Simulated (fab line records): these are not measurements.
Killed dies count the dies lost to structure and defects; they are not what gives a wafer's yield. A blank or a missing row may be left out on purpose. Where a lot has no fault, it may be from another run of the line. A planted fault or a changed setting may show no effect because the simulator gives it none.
Matching of chambers / flow n5-finfet / N5_GATE_CUT_SAC_CAP_01 on ald-sin-03: 4 sister chambers
The step material SiNx, target thk 24 nm, pulse time 1 s, ald cycles 480. 4 wafers are shown with their chamber, then 9 later ones without.

WAFERS, EACH WITH ITS CHAMBER
wafer=L088.1; chamber=3; heater-power-w (W)=825
wafer=L090.3; chamber=0; heater-power-w (W)=883
wafer=L090.5; chamber=1; heater-power-w (W)=857
wafer=L090.6; chamber=2; heater-power-w (W)=907

WAFERS WITHOUT THEIR CHAMBER
wafer=L091.1; heater-power-w (W)=896
wafer=L091.4; heater-power-w (W)=868
wafer=L091.5; heater-power-w (W)=907
wafer=L093.2; heater-power-w (W)=863
wafer=L093.3; heater-power-w (W)=938
wafer=L093.4; heater-power-w (W)=911
wafer=L096.1; heater-power-w (W)=887
wafer=L096.5; heater-power-w (W)=875
wafer=L096.6; heater-power-w (W)=852

CHAMBER TAKEN BY EACH
wafer=L091.1; from the rows above=can't be placed: 2 or 0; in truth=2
wafer=L091.4; from the rows above=can't be placed: 1 or 0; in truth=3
wafer=L091.5; from the rows above=can't be placed: 2 or 0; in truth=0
wafer=L093.2; from the rows above=can't be placed: 1 or 0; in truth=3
wafer=L093.3; from the rows above=can't be placed: 2 or 0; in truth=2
wafer=L093.4; from the rows above=can't be placed: 2 or 0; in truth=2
wafer=L096.1; from the rows above=can't be placed: 0 or 2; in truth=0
wafer=L096.5; from the rows above=can't be placed: 0 or 1 or 2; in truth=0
wafer=L096.6; from the rows above=can't be placed: 1 or 3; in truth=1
Placed correctly: 0 of 9. From these rows, 9 cannot be placed; in 7 the true chamber is one of the candidates. Wrongly placed: 0.
How it was worked out, from the rows above alone: a wafer's distance from a chamber is the root of the sum, over the readings, of the square of ((its reading less the chamber's mean) divided by the reading's scatter). The wafer belongs to the nearest chamber; if the next one is less than 2 further off, it can't be placed. The mean given for a chamber averages the wafers shown for that chamber. The scatter: root of mean squared gap, hidden wafer to nearest shown wafer, with one shown wafer a chamber.
